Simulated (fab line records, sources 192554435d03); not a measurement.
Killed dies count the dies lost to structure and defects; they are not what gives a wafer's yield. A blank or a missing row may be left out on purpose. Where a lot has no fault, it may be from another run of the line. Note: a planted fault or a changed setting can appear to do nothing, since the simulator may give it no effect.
fab line records / flow n5Finfet
record: lots: 7 wafers: 39
route steps=1938 shown WELL_APT@47 FIN_SAQP@116 FIN_CUT@160 DUMMY_GATE@248 SD_ACTIVATION@331 HKMG_FIN@438 MOL_CONTACT_COAG@584 BEOL_M4@1111
startH: start of the lot's first displayed wafer, in hours after the record's first day / waitH: hours elapsed since this lot's preceding step / " the same as in the row above / L1.1+2: several wafers, shown together as one row / - no value, or no start given / * or withheld: withheld / < > ~ a bound
route shown NAME@n: names a module that has steps shown in the file, with the first one's number in the route / usual: average and standard deviation across the fault-free wafers / same: alike in all rows / chamber/n: place in a boat / sites: each site's reading / _std_site: standard deviation across them / _edge_site: outer sites' mean less inner sites' / radiusMm: for every site, how far away it sits from the centre of the wafer / mask NAME#n: copy n / behind: the most recent tool/chamber to have shaped the wafer / hold: the reason the lot was held/the length of the hold in hours/how it ended / device: names the non-switching transistor (n, p or np) / end of line: the tests these same wafers got at the end of their route / a step without rows: its recipe alone / killed: not the wafer's yield, but the dies lost to structure and defects at the first sort / map: a wafer's dies, x killed, . not, _ none there
set.NAME: the setting as run; set.NAME@STEP: as run at that earlier step / model.NAME: the simulator's own value behind a step, which no gauge read
lots with deliberately changed settings; one table per step, one row per wafer
== steps ==
step: N5_WELL_APT_IMPLANT_31
recipe: species: B energyKev: 60 doseCm2: 1.5e+13 tiltDeg: 0 rotationDeg: 0
step: N5_FIN_SAQP_ETCH_52
recipe: chemistry: N2/H2 target: SOC targetDepthA: 1000 overetchA: 200 maskMaterial: SiARC tempC: 40 timeS: 150 ionEnergyEv: 200 pressureMtorr: 30 sourceW: 840 biasW: 150 n2FlowSccm: 200 h2FlowSccm: 200 ends: endPoint
step: N5_FIN_CUT_EXPOSE_05
recipe: maskId: FIN_CUT na: 0.33 sourceShape: annular sigmaInner: 0.35 sigmaOuter: 0.8 polarization: unpolarized doseMj: 45.75
step: N5_FIN_CUT_CUT_ETCH_26
recipe: chemistry: CH3F/O2 target: SiNx targetDepthA: 390 maskMaterial: SOC timeS: 55.7 pressureMtorr: 30 sourceW: 395 biasW: 73 Ar_flow_sccm: 150 CH3F_flow_sccm: 30 O2_flow_sccm: 20 ionEnergyEv: 120
step: N5_DUMMY_GATE_ETCH_44
recipe: chemistry: HBr/O2 overEtchFrac: 0.7 targetDepthA: 1275 stopOn: SiO2 ionEnergyEv: 60 biasW: 20 target: poly-Si maskMaterial: SiO2 pressureMtorr: 20 icpW: 400 HBr_flow_sccm: 120 O2_flow_sccm: 10
step: N5_DUMMY_GATE_ETCH_42
recipe: chemistry: CHF3/O2 target: SiO2 targetDepthA: 35 timeS: 31 ionEnergyEv: 30 biasW: 12 pressureMtorr: 30 sourceW: 600 Ar_flow_sccm: 200 CHF3_flow_sccm: 50 O2_flow_sccm: 5
step: N5_SD_ACTIVATION_LSA_01
recipe: tempC: 1080 timeS: 0.0008 ambient: N2
step: N5_HKMG_FIN_ETCH_35
recipe: chemistry: N2/H2 target: SOC targetDepthA: 2158 ionEnergyEv: 65 biasW: 5 sourceW: 3000 timeS: 243.4 pressureMtorr: 30 n2FlowSccm: 200 h2FlowSccm: 200
step: N5_MOL_CONTACT_COAG_ETCHBACK_135
recipe: chemistry: CHF3 target: SiO2 targetDepthA: 250 timeS: 16.7 ionEnergyEv: 200 pressureMtorr: 30 sourceW: 610 biasW: 170 Ar_flow_sccm: 200 CHF3_flow_sccm: 50
step: N5_BEOL_M4_RC_MEAS_101
usual: RS_PWELL: 3003/24 RS_SD_N: 28.4/0.41
lot.wafer=L076.1 tool=prober-01 chamber=0 startH=180.59 waitH=0.0 set.energyKev@WELL_APT_IMPLANT_31=55.44 set.sourceW@FIN_SAQP_ETCH_52=840 set.doseMj@FIN_CUT_EXPOSE_05=48.97 set.timeS@FIN_CUT_CUT_ETCH_26=55.7 set.targetDepthA@DUMMY_GATE_ETCH_44=1275 set.biasW@DUMMY_GATE_ETCH_42=12 set.timeS@SD_ACTIVATION_LSA_01=0.0006121 set.timeS@HKMG_FIN_ETCH_35=213.2 set.timeS@MOL_CONTACT_COAG_ETCHBACK_135=16.7 RS_PWELL[ohm/sq]=3104 RS_SD_N[ohm/sq]=29.4
lot.wafer=L076.2 tool=prober-01 chamber=0 startH=180.59 waitH=0.0 set.energyKev@WELL_APT_IMPLANT_31=60 set.sourceW@FIN_SAQP_ETCH_52=911.9 set.doseMj@FIN_CUT_EXPOSE_05=45.75 set.timeS@FIN_CUT_CUT_ETCH_26=55.7 set.targetDepthA@DUMMY_GATE_ETCH_44=1161 set.biasW@DUMMY_GATE_ETCH_42=12 set.timeS@SD_ACTIVATION_LSA_01=0.0006121 set.timeS@HKMG_FIN_ETCH_35=213.2 set.timeS@MOL_CONTACT_COAG_ETCHBACK_135=13.42 RS_PWELL[ohm/sq]=3021 RS_SD_N[ohm/sq]=29.9
lot.wafer=L076.3 tool=prober-01 chamber=0 startH=180.59 waitH=0.0 set.energyKev@WELL_APT_IMPLANT_31=60 set.sourceW@FIN_SAQP_ETCH_52=911.9 set.doseMj@FIN_CUT_EXPOSE_05=48.97 set.timeS@FIN_CUT_CUT_ETCH_26=55.7 set.targetDepthA@DUMMY_GATE_ETCH_44=1275 set.biasW@DUMMY_GATE_ETCH_42=12 set.timeS@SD_ACTIVATION_LSA_01=0.0008 set.timeS@HKMG_FIN_ETCH_35=243.4 set.timeS@MOL_CONTACT_COAG_ETCHBACK_135=16.7 RS_PWELL[ohm/sq]=3007 RS_SD_N[ohm/sq]=28.7
lot.wafer=L076.4 tool=prober-01 chamber=0 startH=180.59 waitH=0.0 set.energyKev@WELL_APT_IMPLANT_31=55.44 set.sourceW@FIN_SAQP_ETCH_52=840 set.doseMj@FIN_CUT_EXPOSE_05=45.75 set.timeS@FIN_CUT_CUT_ETCH_26=48.3 set.targetDepthA@DUMMY_GATE_ETCH_44=1275 set.biasW@DUMMY_GATE_ETCH_42=12 set.timeS@SD_ACTIVATION_LSA_01=0.0008 set.timeS@HKMG_FIN_ETCH_35=243.4 set.timeS@MOL_CONTACT_COAG_ETCHBACK_135=13.42 RS_PWELL[ohm/sq]=3098 RS_SD_N[ohm/sq]=28.9
lot.wafer=L076.5 tool=prober-01 chamber=0 startH=180.59 waitH=0.0 set.energyKev@WELL_APT_IMPLANT_31=55.44 set.sourceW@FIN_SAQP_ETCH_52=911.9 set.doseMj@FIN_CUT_EXPOSE_05=45.75 set.timeS@FIN_CUT_CUT_ETCH_26=48.3 set.targetDepthA@DUMMY_GATE_ETCH_44=1161 set.biasW@DUMMY_GATE_ETCH_42=12 set.timeS@SD_ACTIVATION_LSA_01=0.0006121 set.timeS@HKMG_FIN_ETCH_35=243.4 set.timeS@MOL_CONTACT_COAG_ETCHBACK_135=13.42 RS_PWELL[ohm/sq]=3105 RS_SD_N[ohm/sq]=29.6
lot.wafer=L076.6 tool=prober-01 chamber=0 startH=180.59 waitH=0.0 set.energyKev@WELL_APT_IMPLANT_31=60 set.sourceW@FIN_SAQP_ETCH_52=840 set.doseMj@FIN_CUT_EXPOSE_05=48.97 set.timeS@FIN_CUT_CUT_ETCH_26=48.3 set.targetDepthA@DUMMY_GATE_ETCH_44=1161 set.biasW@DUMMY_GATE_ETCH_42=12 set.timeS@SD_ACTIVATION_LSA_01=0.0008 set.timeS@HKMG_FIN_ETCH_35=213.2 set.timeS@MOL_CONTACT_COAG_ETCHBACK_135=16.7 RS_PWELL[ohm/sq]=2999 RS_SD_N[ohm/sq]=29.1
lot.wafer=L078.1 tool=prober-01 chamber=0 startH=189.47 waitH=0.0 set.energyKev@WELL_APT_IMPLANT_31=60 set.sourceW@FIN_SAQP_ETCH_52=840 set.doseMj@FIN_CUT_EXPOSE_05=44.06 set.timeS@FIN_CUT_CUT_ETCH_26=45.08 set.targetDepthA@DUMMY_GATE_ETCH_44=1275 set.biasW@DUMMY_GATE_ETCH_42=11.17 set.timeS@SD_ACTIVATION_LSA_01=0.0008 set.timeS@HKMG_FIN_ETCH_35=201.2 set.timeS@MOL_CONTACT_COAG_ETCHBACK_135=13.01 RS_PWELL[ohm/sq]=3007 RS_SD_N[ohm/sq]=28.2
lot.wafer=L078.2 tool=prober-01 chamber=0 startH=189.47 waitH=0.0 set.energyKev@WELL_APT_IMPLANT_31=53.86 set.sourceW@FIN_SAQP_ETCH_52=840 set.doseMj@FIN_CUT_EXPOSE_05=45.75 set.timeS@FIN_CUT_CUT_ETCH_26=55.7 set.targetDepthA@DUMMY_GATE_ETCH_44=1114 set.biasW@DUMMY_GATE_ETCH_42=12 set.timeS@SD_ACTIVATION_LSA_01=0.0008 set.timeS@HKMG_FIN_ETCH_35=243.4 set.timeS@MOL_CONTACT_COAG_ETCHBACK_135=16.7 RS_PWELL[ohm/sq]=3119 RS_SD_N[ohm/sq]=27.6
lot.wafer=L078.3 tool=prober-01 chamber=0 startH=189.47 waitH=0.0 set.energyKev@WELL_APT_IMPLANT_31=60 set.sourceW@FIN_SAQP_ETCH_52=730.4 set.doseMj@FIN_CUT_EXPOSE_05=44.06 set.timeS@FIN_CUT_CUT_ETCH_26=55.7 set.targetDepthA@DUMMY_GATE_ETCH_44=1114 set.biasW@DUMMY_GATE_ETCH_42=11.17 set.timeS@SD_ACTIVATION_LSA_01=0.000637 set.timeS@HKMG_FIN_ETCH_35=243.4 set.timeS@MOL_CONTACT_COAG_ETCHBACK_135=13.01 RS_PWELL[ohm/sq]=3020 RS_SD_N[ohm/sq]=28.7
lot.wafer=L078.4 tool=prober-01 chamber=0 startH=189.47 waitH=0.0 set.energyKev@WELL_APT_IMPLANT_31=60 set.sourceW@FIN_SAQP_ETCH_52=730.4 set.doseMj@FIN_CUT_EXPOSE_05=45.75 set.timeS@FIN_CUT_CUT_ETCH_26=55.7 set.targetDepthA@DUMMY_GATE_ETCH_44=1275 set.biasW@DUMMY_GATE_ETCH_42=11.17 set.timeS@SD_ACTIVATION_LSA_01=0.000637 set.timeS@HKMG_FIN_ETCH_35=201.2 set.timeS@MOL_CONTACT_COAG_ETCHBACK_135=16.7 RS_PWELL[ohm/sq]=2988 RS_SD_N[ohm/sq]=28.7
lot.wafer=L078.5 tool=prober-01 chamber=0 startH=189.47 waitH=0.0 set.energyKev@WELL_APT_IMPLANT_31=53.86 set.sourceW@FIN_SAQP_ETCH_52=840 set.doseMj@FIN_CUT_EXPOSE_05=44.06 set.timeS@FIN_CUT_CUT_ETCH_26=45.08 set.targetDepthA@DUMMY_GATE_ETCH_44=1114 set.biasW@DUMMY_GATE_ETCH_42=12 set.timeS@SD_ACTIVATION_LSA_01=0.000637 set.timeS@HKMG_FIN_ETCH_35=201.2 set.timeS@MOL_CONTACT_COAG_ETCHBACK_135=13.01 RS_PWELL[ohm/sq]=3120 RS_SD_N[ohm/sq]=28.8
lot.wafer=L078.6 tool=prober-01 chamber=0 startH=189.47 waitH=0.0 set.energyKev@WELL_APT_IMPLANT_31=53.86 set.sourceW@FIN_SAQP_ETCH_52=730.4 set.doseMj@FIN_CUT_EXPOSE_05=45.75 set.timeS@FIN_CUT_CUT_ETCH_26=45.08 set.targetDepthA@DUMMY_GATE_ETCH_44=1275 set.biasW@DUMMY_GATE_ETCH_42=12 set.timeS@SD_ACTIVATION_LSA_01=0.0008 set.timeS@HKMG_FIN_ETCH_35=243.4 set.timeS@MOL_CONTACT_COAG_ETCHBACK_135=16.7 RS_PWELL[ohm/sq]=3126 RS_SD_N[ohm/sq]=27.9
lot.wafer=L080.1 tool=prober-02 chamber=0 startH=212.25 waitH=0.0 set.energyKev@WELL_APT_IMPLANT_31=60 set.sourceW@FIN_SAQP_ETCH_52=945.3 set.doseMj@FIN_CUT_EXPOSE_05=48.64 set.timeS@FIN_CUT_CUT_ETCH_26=55.7 set.targetDepthA@DUMMY_GATE_ETCH_44=1115 set.biasW@DUMMY_GATE_ETCH_42=10.18 set.timeS@SD_ACTIVATION_LSA_01=0.0008 set.timeS@HKMG_FIN_ETCH_35=208.3 set.timeS@MOL_CONTACT_COAG_ETCHBACK_135=19.51 RS_PWELL[ohm/sq]=3027 RS_SD_N[ohm/sq]=27.4
lot.wafer=L080.2 tool=prober-02 chamber=0 startH=212.25 waitH=0.0 set.energyKev@WELL_APT_IMPLANT_31=52.96 set.sourceW@FIN_SAQP_ETCH_52=945.3 set.doseMj@FIN_CUT_EXPOSE_05=45.75 set.timeS@FIN_CUT_CUT_ETCH_26=55.7 set.targetDepthA@DUMMY_GATE_ETCH_44=1275 set.biasW@DUMMY_GATE_ETCH_42=12 set.timeS@SD_ACTIVATION_LSA_01=0.0008 set.timeS@HKMG_FIN_ETCH_35=208.3 set.timeS@MOL_CONTACT_COAG_ETCHBACK_135=19.51 RS_PWELL[ohm/sq]=3189 RS_SD_N[ohm/sq]=27.9
lot.wafer=L080.3 tool=prober-02 chamber=0 startH=212.25 waitH=0.0 set.energyKev@WELL_APT_IMPLANT_31=52.96 set.sourceW@FIN_SAQP_ETCH_52=945.3 set.doseMj@FIN_CUT_EXPOSE_05=48.64 set.timeS@FIN_CUT_CUT_ETCH_26=46.61 set.targetDepthA@DUMMY_GATE_ETCH_44=1275 set.biasW@DUMMY_GATE_ETCH_42=12 set.timeS@SD_ACTIVATION_LSA_01=0.0008 set.timeS@HKMG_FIN_ETCH_35=208.3 set.timeS@MOL_CONTACT_COAG_ETCHBACK_135=16.7 RS_PWELL[ohm/sq]=3170 RS_SD_N[ohm/sq]=27.8
lot.wafer=L080.4 tool=prober-02 chamber=0 startH=212.25 waitH=0.0 set.energyKev@WELL_APT_IMPLANT_31=60 set.sourceW@FIN_SAQP_ETCH_52=840 set.doseMj@FIN_CUT_EXPOSE_05=48.64 set.timeS@FIN_CUT_CUT_ETCH_26=55.7 set.targetDepthA@DUMMY_GATE_ETCH_44=1275 set.biasW@DUMMY_GATE_ETCH_42=10.18 set.timeS@SD_ACTIVATION_LSA_01=0.0008 set.timeS@HKMG_FIN_ETCH_35=243.4 set.timeS@MOL_CONTACT_COAG_ETCHBACK_135=16.7 RS_PWELL[ohm/sq]=3009 RS_SD_N[ohm/sq]=27.8
lot.wafer=L080.5 tool=prober-02 chamber=0 startH=212.25 waitH=0.0 set.energyKev@WELL_APT_IMPLANT_31=52.96 set.sourceW@FIN_SAQP_ETCH_52=840 set.doseMj@FIN_CUT_EXPOSE_05=45.75 set.timeS@FIN_CUT_CUT_ETCH_26=46.61 set.targetDepthA@DUMMY_GATE_ETCH_44=1115 set.biasW@DUMMY_GATE_ETCH_42=12 set.timeS@SD_ACTIVATION_LSA_01=0.0008 set.timeS@HKMG_FIN_ETCH_35=243.4 set.timeS@MOL_CONTACT_COAG_ETCHBACK_135=16.7 RS_PWELL[ohm/sq]=3177 RS_SD_N[ohm/sq]=27.8
lot.wafer=L080.6 tool=prober-02 chamber=0 startH=212.25 waitH=0.0 set.energyKev@WELL_APT_IMPLANT_31=60 set.sourceW@FIN_SAQP_ETCH_52=840 set.doseMj@FIN_CUT_EXPOSE_05=45.75 set.timeS@FIN_CUT_CUT_ETCH_26=46.61 set.targetDepthA@DUMMY_GATE_ETCH_44=1115 set.biasW@DUMMY_GATE_ETCH_42=10.18 set.timeS@SD_ACTIVATION_LSA_01=0.0008 set.timeS@HKMG_FIN_ETCH_35=243.4 set.timeS@MOL_CONTACT_COAG_ETCHBACK_135=19.51 RS_PWELL[ohm/sq]=3006 RS_SD_N[ohm/sq]=28.2
lot.wafer=L086.1 tool=prober-01 chamber=0 startH=243.41 waitH=0.0 set.energyKev@WELL_APT_IMPLANT_31=62.66 set.sourceW@FIN_SAQP_ETCH_52=747.5 set.doseMj@FIN_CUT_EXPOSE_05=43.25 set.timeS@FIN_CUT_CUT_ETCH_26=55.7 set.targetDepthA@DUMMY_GATE_ETCH_44=1275 set.biasW@DUMMY_GATE_ETCH_42=12 set.timeS@SD_ACTIVATION_LSA_01=0.001029 set.timeS@HKMG_FIN_ETCH_35=208.1 set.timeS@MOL_CONTACT_COAG_ETCHBACK_135=13.93 RS_PWELL[ohm/sq]=3005 RS_SD_N[ohm/sq]=27.3
lot.wafer=L086.2 tool=prober-01 chamber=0 startH=243.41 waitH=0.0 set.energyKev@WELL_APT_IMPLANT_31=60 set.sourceW@FIN_SAQP_ETCH_52=840 set.doseMj@FIN_CUT_EXPOSE_05=45.75 set.timeS@FIN_CUT_CUT_ETCH_26=66.82 set.targetDepthA@DUMMY_GATE_ETCH_44=1275 set.biasW@DUMMY_GATE_ETCH_42=10.38 set.timeS@SD_ACTIVATION_LSA_01=0.0008 set.timeS@HKMG_FIN_ETCH_35=208.1 set.timeS@MOL_CONTACT_COAG_ETCHBACK_135=13.93 RS_PWELL[ohm/sq]=3031 RS_SD_N[ohm/sq]=28.2
lot.wafer=L086.3 tool=prober-01 chamber=0 startH=243.41 waitH=0.0 set.energyKev@WELL_APT_IMPLANT_31=60 set.sourceW@FIN_SAQP_ETCH_52=840 set.doseMj@FIN_CUT_EXPOSE_05=43.25 set.timeS@FIN_CUT_CUT_ETCH_26=66.82 set.targetDepthA@DUMMY_GATE_ETCH_44=1275 set.biasW@DUMMY_GATE_ETCH_42=12 set.timeS@SD_ACTIVATION_LSA_01=0.001029 set.timeS@HKMG_FIN_ETCH_35=243.4 set.timeS@MOL_CONTACT_COAG_ETCHBACK_135=16.7 RS_PWELL[ohm/sq]=3013 RS_SD_N[ohm/sq]=27.1
lot.wafer=L086.4 tool=prober-01 chamber=0 startH=243.41 waitH=0.0 set.energyKev@WELL_APT_IMPLANT_31=62.66 set.sourceW@FIN_SAQP_ETCH_52=840 set.doseMj@FIN_CUT_EXPOSE_05=43.25 set.timeS@FIN_CUT_CUT_ETCH_26=55.7 set.targetDepthA@DUMMY_GATE_ETCH_44=1275 set.biasW@DUMMY_GATE_ETCH_42=10.38 set.timeS@SD_ACTIVATION_LSA_01=0.0008 set.timeS@HKMG_FIN_ETCH_35=208.1 set.timeS@MOL_CONTACT_COAG_ETCHBACK_135=16.7 RS_PWELL[ohm/sq]=2991 RS_SD_N[ohm/sq]=27.8
lot.wafer=L086.5 tool=prober-01 chamber=0 startH=243.41 waitH=0.0 set.energyKev@WELL_APT_IMPLANT_31=60 set.sourceW@FIN_SAQP_ETCH_52=747.5 set.doseMj@FIN_CUT_EXPOSE_05=45.75 set.timeS@FIN_CUT_CUT_ETCH_26=55.7 set.targetDepthA@DUMMY_GATE_ETCH_44=1275 set.biasW@DUMMY_GATE_ETCH_42=12 set.timeS@SD_ACTIVATION_LSA_01=0.0008 set.timeS@HKMG_FIN_ETCH_35=243.4 set.timeS@MOL_CONTACT_COAG_ETCHBACK_135=16.7 RS_PWELL[ohm/sq]=3020 RS_SD_N[ohm/sq]=27.7
lot.wafer=L086.6 tool=prober-01 chamber=0 startH=243.41 waitH=0.0 set.energyKev@WELL_APT_IMPLANT_31=62.66 set.sourceW@FIN_SAQP_ETCH_52=747.5 set.doseMj@FIN_CUT_EXPOSE_05=45.75 set.timeS@FIN_CUT_CUT_ETCH_26=66.82 set.targetDepthA@DUMMY_GATE_ETCH_44=1275 set.biasW@DUMMY_GATE_ETCH_42=10.38 set.timeS@SD_ACTIVATION_LSA_01=0.001029 set.timeS@HKMG_FIN_ETCH_35=243.4 set.timeS@MOL_CONTACT_COAG_ETCHBACK_135=13.93 RS_PWELL[ohm/sq]=2976 RS_SD_N[ohm/sq]=26.9
lot.wafer=L089.3 tool=prober-01 chamber=0 startH=265.26 waitH=0.3 set.energyKev@WELL_APT_IMPLANT_31=60 set.sourceW@FIN_SAQP_ETCH_52=840 set.doseMj@FIN_CUT_EXPOSE_05=45.75 set.timeS@FIN_CUT_CUT_ETCH_26=55.7 set.targetDepthA@DUMMY_GATE_ETCH_44=1275 set.biasW@DUMMY_GATE_ETCH_42=12 set.timeS@SD_ACTIVATION_LSA_01=0.0008 set.timeS@HKMG_FIN_ETCH_35=243.4 set.timeS@MOL_CONTACT_COAG_ETCHBACK_135=16.7 RS_PWELL[ohm/sq]=3037 RS_SD_N[ohm/sq]=28.3
lot.wafer=L089.4 tool=prober-01 chamber=0 startH=265.26 waitH=0.3 set.energyKev@WELL_APT_IMPLANT_31=60 set.sourceW@FIN_SAQP_ETCH_52=840 set.doseMj@FIN_CUT_EXPOSE_05=45.75 set.timeS@FIN_CUT_CUT_ETCH_26=55.7 set.targetDepthA@DUMMY_GATE_ETCH_44=1275 set.biasW@DUMMY_GATE_ETCH_42=12 set.timeS@SD_ACTIVATION_LSA_01=0.0008 set.timeS@HKMG_FIN_ETCH_35=243.4 set.timeS@MOL_CONTACT_COAG_ETCHBACK_135=16.7 RS_PWELL[ohm/sq]=3055 RS_SD_N[ohm/sq]=28.5
lot.wafer=L089.6 tool=prober-01 chamber=0 startH=265.26 waitH=0.3 set.energyKev@WELL_APT_IMPLANT_31=60 set.sourceW@FIN_SAQP_ETCH_52=840 set.doseMj@FIN_CUT_EXPOSE_05=45.75 set.timeS@FIN_CUT_CUT_ETCH_26=55.7 set.targetDepthA@DUMMY_GATE_ETCH_44=1275 set.biasW@DUMMY_GATE_ETCH_42=12 set.timeS@SD_ACTIVATION_LSA_01=0.0008 set.timeS@HKMG_FIN_ETCH_35=243.4 set.timeS@MOL_CONTACT_COAG_ETCHBACK_135=16.7 RS_PWELL[ohm/sq]=3033 RS_SD_N[ohm/sq]=28.8
lot.wafer=L095.1 tool=prober-02 chamber=0 startH=309.07 waitH=0.0 set.energyKev@WELL_APT_IMPLANT_31=60 set.sourceW@FIN_SAQP_ETCH_52=840 set.doseMj@FIN_CUT_EXPOSE_05=45.75 set.timeS@FIN_CUT_CUT_ETCH_26=55.7 set.targetDepthA@DUMMY_GATE_ETCH_44=1347 set.biasW@DUMMY_GATE_ETCH_42=12 set.timeS@SD_ACTIVATION_LSA_01=0.000918 set.timeS@HKMG_FIN_ETCH_35=243.4 set.timeS@MOL_CONTACT_COAG_ETCHBACK_135=16.7 RS_PWELL[ohm/sq]=2972 RS_SD_N[ohm/sq]=27.6
lot.wafer=L095.2 tool=prober-02 chamber=0 startH=309.07 waitH=0.0 set.energyKev@WELL_APT_IMPLANT_31=55.81 set.sourceW@FIN_SAQP_ETCH_52=840 set.doseMj@FIN_CUT_EXPOSE_05=45.75 set.timeS@FIN_CUT_CUT_ETCH_26=43.31 set.targetDepthA@DUMMY_GATE_ETCH_44=1347 set.biasW@DUMMY_GATE_ETCH_42=12 set.timeS@SD_ACTIVATION_LSA_01=0.0008 set.timeS@HKMG_FIN_ETCH_35=243.4 set.timeS@MOL_CONTACT_COAG_ETCHBACK_135=16.7 RS_PWELL[ohm/sq]=3070 RS_SD_N[ohm/sq]=27.9
lot.wafer=L095.3 tool=prober-02 chamber=0 startH=309.07 waitH=0.0 set.energyKev@WELL_APT_IMPLANT_31=60 set.sourceW@FIN_SAQP_ETCH_52=840 set.doseMj@FIN_CUT_EXPOSE_05=45.75 set.timeS@FIN_CUT_CUT_ETCH_26=43.31 set.targetDepthA@DUMMY_GATE_ETCH_44=1275 set.biasW@DUMMY_GATE_ETCH_42=12 set.timeS@SD_ACTIVATION_LSA_01=0.0008 set.timeS@HKMG_FIN_ETCH_35=243.4 set.timeS@MOL_CONTACT_COAG_ETCHBACK_135=16.7 RS_PWELL[ohm/sq]=2963 RS_SD_N[ohm/sq]=27.9
lot.wafer=L095.4 tool=prober-02 chamber=0 startH=309.07 waitH=0.0 set.energyKev@WELL_APT_IMPLANT_31=55.81 set.sourceW@FIN_SAQP_ETCH_52=840 set.doseMj@FIN_CUT_EXPOSE_05=45.75 set.timeS@FIN_CUT_CUT_ETCH_26=43.31 set.targetDepthA@DUMMY_GATE_ETCH_44=1347 set.biasW@DUMMY_GATE_ETCH_42=12 set.timeS@SD_ACTIVATION_LSA_01=0.000918 set.timeS@HKMG_FIN_ETCH_35=243.4 set.timeS@MOL_CONTACT_COAG_ETCHBACK_135=16.7 RS_PWELL[ohm/sq]=3021 RS_SD_N[ohm/sq]=27.7
lot.wafer=L095.5 tool=prober-02 chamber=0 startH=309.07 waitH=0.0 set.energyKev@WELL_APT_IMPLANT_31=55.81 set.sourceW@FIN_SAQP_ETCH_52=840 set.doseMj@FIN_CUT_EXPOSE_05=45.75 set.timeS@FIN_CUT_CUT_ETCH_26=55.7 set.targetDepthA@DUMMY_GATE_ETCH_44=1275 set.biasW@DUMMY_GATE_ETCH_42=12 set.timeS@SD_ACTIVATION_LSA_01=0.000918 set.timeS@HKMG_FIN_ETCH_35=243.4 set.timeS@MOL_CONTACT_COAG_ETCHBACK_135=16.7 RS_PWELL[ohm/sq]=3084 RS_SD_N[ohm/sq]=28.2
lot.wafer=L095.6 tool=prober-02 chamber=0 startH=309.07 waitH=0.0 set.energyKev@WELL_APT_IMPLANT_31=60 set.sourceW@FIN_SAQP_ETCH_52=840 set.doseMj@FIN_CUT_EXPOSE_05=45.75 set.timeS@FIN_CUT_CUT_ETCH_26=55.7 set.targetDepthA@DUMMY_GATE_ETCH_44=1275 set.biasW@DUMMY_GATE_ETCH_42=12 set.timeS@SD_ACTIVATION_LSA_01=0.0008 set.timeS@HKMG_FIN_ETCH_35=243.4 set.timeS@MOL_CONTACT_COAG_ETCHBACK_135=16.7 RS_PWELL[ohm/sq]=2977 RS_SD_N[ohm/sq]=28.3
lot.wafer=L096.1 tool=prober-02 chamber=0 startH=312.77 waitH=0.0 set.energyKev@WELL_APT_IMPLANT_31=56.74 set.sourceW@FIN_SAQP_ETCH_52=840 set.doseMj@FIN_CUT_EXPOSE_05=44.04 set.timeS@FIN_CUT_CUT_ETCH_26=67.35 set.targetDepthA@DUMMY_GATE_ETCH_44=1275 set.biasW@DUMMY_GATE_ETCH_42=12 set.timeS@SD_ACTIVATION_LSA_01=0.0008 set.timeS@HKMG_FIN_ETCH_35=287.5 set.timeS@MOL_CONTACT_COAG_ETCHBACK_135=16.7 RS_PWELL[ohm/sq]=3082 RS_SD_N[ohm/sq]=28.1
lot.wafer=L096.2 tool=prober-02 chamber=0 startH=312.77 waitH=0.0 set.energyKev@WELL_APT_IMPLANT_31=60 set.sourceW@FIN_SAQP_ETCH_52=840 set.doseMj@FIN_CUT_EXPOSE_05=44.04 set.timeS@FIN_CUT_CUT_ETCH_26=55.7 set.targetDepthA@DUMMY_GATE_ETCH_44=1275 set.biasW@DUMMY_GATE_ETCH_42=12 set.timeS@SD_ACTIVATION_LSA_01=0.0009641 set.timeS@HKMG_FIN_ETCH_35=287.5 set.timeS@MOL_CONTACT_COAG_ETCHBACK_135=13.46 RS_PWELL[ohm/sq]=3007 RS_SD_N[ohm/sq]=28.1
lot.wafer=L096.3 tool=prober-02 chamber=0 startH=312.77 waitH=0.0 set.energyKev@WELL_APT_IMPLANT_31=56.74 set.sourceW@FIN_SAQP_ETCH_52=840 set.doseMj@FIN_CUT_EXPOSE_05=45.75 set.timeS@FIN_CUT_CUT_ETCH_26=55.7 set.targetDepthA@DUMMY_GATE_ETCH_44=1275 set.biasW@DUMMY_GATE_ETCH_42=12 set.timeS@SD_ACTIVATION_LSA_01=0.0008 set.timeS@HKMG_FIN_ETCH_35=243.4 set.timeS@MOL_CONTACT_COAG_ETCHBACK_135=16.7 RS_PWELL[ohm/sq]=3051 RS_SD_N[ohm/sq]=28.4
lot.wafer=L096.4 tool=prober-02 chamber=0 startH=312.77 waitH=0.0 set.energyKev@WELL_APT_IMPLANT_31=60 set.sourceW@FIN_SAQP_ETCH_52=840 set.doseMj@FIN_CUT_EXPOSE_05=45.75 set.timeS@FIN_CUT_CUT_ETCH_26=55.7 set.targetDepthA@DUMMY_GATE_ETCH_44=1275 set.biasW@DUMMY_GATE_ETCH_42=12 set.timeS@SD_ACTIVATION_LSA_01=0.0008 set.timeS@HKMG_FIN_ETCH_35=243.4 set.timeS@MOL_CONTACT_COAG_ETCHBACK_135=13.46 RS_PWELL[ohm/sq]=2985 RS_SD_N[ohm/sq]=28.7
lot.wafer=L096.5 tool=prober-02 chamber=0 startH=312.77 waitH=0.0 set.energyKev@WELL_APT_IMPLANT_31=56.74 set.sourceW@FIN_SAQP_ETCH_52=840 set.doseMj@FIN_CUT_EXPOSE_05=44.04 set.timeS@FIN_CUT_CUT_ETCH_26=67.35 set.targetDepthA@DUMMY_GATE_ETCH_44=1275 set.biasW@DUMMY_GATE_ETCH_42=12 set.timeS@SD_ACTIVATION_LSA_01=0.0009641 set.timeS@HKMG_FIN_ETCH_35=243.4 set.timeS@MOL_CONTACT_COAG_ETCHBACK_135=13.46 RS_PWELL[ohm/sq]=3078 RS_SD_N[ohm/sq]=28.0
lot.wafer=L096.6 tool=prober-02 chamber=0 startH=312.77 waitH=0.0 set.energyKev@WELL_APT_IMPLANT_31=60 set.sourceW@FIN_SAQP_ETCH_52=840 set.doseMj@FIN_CUT_EXPOSE_05=45.75 set.timeS@FIN_CUT_CUT_ETCH_26=67.35 set.targetDepthA@DUMMY_GATE_ETCH_44=1275 set.biasW@DUMMY_GATE_ETCH_42=12 set.timeS@SD_ACTIVATION_LSA_01=0.0009641 set.timeS@HKMG_FIN_ETCH_35=287.5 set.timeS@MOL_CONTACT_COAG_ETCHBACK_135=16.7 RS_PWELL[ohm/sq]=3008 RS_SD_N[ohm/sq]=28.0
== key ==
split: step: N5_WELL_APT_IMPLANT_31 setting: energyKev statedAs: 60
response: step: N5_BEOL_M4_RC_MEAS_101 reading: RS_PWELL slope: -12.2 per: 1% togetherWith: all explained: 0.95
split: step: N5_FIN_SAQP_ETCH_52 setting: sourceW statedAs: 840
response none clear
split: step: N5_FIN_CUT_EXPOSE_05 setting: doseMj statedAs: 45.75
response none clear
split: step: N5_FIN_CUT_CUT_ETCH_26 setting: timeS statedAs: 55.7
response none clear
split: step: N5_DUMMY_GATE_ETCH_44 setting: targetDepthA statedAs: 1275
response none clear
split: step: N5_DUMMY_GATE_ETCH_42 setting: biasW statedAs: 12
response none clear
split: step: N5_SD_ACTIVATION_LSA_01 setting: timeS statedAs: 0.0008
response: step: N5_BEOL_M4_RC_MEAS_101 reading: RS_SD_N slope: -0.0261 per: 1% togetherWith: all explained: 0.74
split: step: N5_HKMG_FIN_ETCH_35 setting: timeS statedAs: 243.4
response none clear
split: step: N5_MOL_CONTACT_COAG_ETCHBACK_135 setting: timeS statedAs: 16.7
response none clear
